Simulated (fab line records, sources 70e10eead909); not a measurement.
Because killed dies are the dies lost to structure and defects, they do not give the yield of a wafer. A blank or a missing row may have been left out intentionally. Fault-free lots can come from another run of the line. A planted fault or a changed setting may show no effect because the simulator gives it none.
Which of the tools did it? + flow nand harc + 6 lots with 18 wafers sampled at 5 steps, on a route of 1302 steps

## WHAT THE GAUGES SHOWED, per wafer
NHARC_END_SORT_01.
| lot  | measured     | on        | killed at array |
|------|--------------|-----------|-----------------|
| L225 | day 32 21:18 | prober-01 | 676 674 674     |
| L226 | day 32 21:48 | prober-02 | 676 675 673     |

## TOOL THAT RAN EACH LOT (tool first, then ch and the chambers of the sampled wafers, then the start)
| lot  | NHARC_A_CONTACT_ETCH_31                       | NHARC_A_CONTACT_ETCH_139             | NHARC_A_CONTACT_ALD_18              | NHARC_A_CONTACT_CMP_20        |
|------|-----------------------------------------------|--------------------------------------|-------------------------------------|-------------------------------|
| L208 | rie diel-05 ch 1,3, day 23 02:46 or earlier   | har cap etch-02 ch 0,1, day 23 02:46 | ald metal-02 ch 0,1,3, day 23 04:43 | cmp-04 ch 2,3, day 23 05:48   |
| L210 | rie diel-05 ch 1,2,3, day 25 04:33 or earlier | har cap etch-02 ch 0,1, day 25 04:33 | ald metal-01 ch 0,1, day 25 06:12   | cmp-01 ch 2,3, day 25 07:17   |
| L212 | rie diel-02 ch 0,3, day 26 00:35 or earlier   | har cap etch-03 ch 0,1, day 26 00:35 | ald metal-02 ch 1,3, day 26 02:13   | cmp-01 ch 0,2, day 26 03:22   |
| L216 | rie diel-12 ch 1,2,3, day 26 07:12 or earlier | har cap etch-03 ch 0,1, day 26 07:12 | ald metal-03 ch 1,3, day 26 08:58   | cmp-04 ch 0,1, day 26 10:02   |
| L225 | rie diel-05 ch 0,1,2, day 30 11:02 or earlier | har cap etch-01 ch 0,1, day 30 11:02 | ald metal-02 ch 0,2, day 30 12:49   | cmp-02 ch 0,2,3, day 30 13:56 |
| L226 | rie diel-05 ch 1,2,3, day 30 17:46 or earlier | har cap etch-01 ch 0,1, day 30 17:46 | ald metal-02 ch 0,1,2, day 30 19:55 | cmp-01 ch 1,2,3, day 30 21:00 |
- NHARC_A_CONTACT_ETCH_31: etches the open film in O2/COS, target depth 2800 nm, time 728 s.
- NHARC_A_CONTACT_ETCH_139: etches the open film in C4F8/O2/Ar, time 195 s, target depth 840 nm.
- NHARC_A_CONTACT_ALD_18: deposits TiN, target thk 3 nm, pulse time 1 s, ald cycles 150.
- NHARC_A_CONTACT_CMP_20: polishes, t overpolish 30 s, target thk 300 nm.

## THE ANSWER, worked out from the rows above alone
Rule: the lots themselves supply what counts as usual. Put in order of their means at a reading, lots are off if they are a third of the lots or fewer, leave a main group of 4 or more, and stand apart from it by a gap of 3 or more times the standard deviation of the main group's means; of several such gaps the widest counts. A main group whose means are all the same, to the digits that the tables above print for the reading, isn't used. Also off: a lot with no number at a reading for which 4 or more lots have one. All remaining lots with rows at the step are treated as sound.
No lot is off on any of the readings shown, so nothing can be concluded from this.

## WHAT HAD BEEN PUT IN BY THE SIMULATOR
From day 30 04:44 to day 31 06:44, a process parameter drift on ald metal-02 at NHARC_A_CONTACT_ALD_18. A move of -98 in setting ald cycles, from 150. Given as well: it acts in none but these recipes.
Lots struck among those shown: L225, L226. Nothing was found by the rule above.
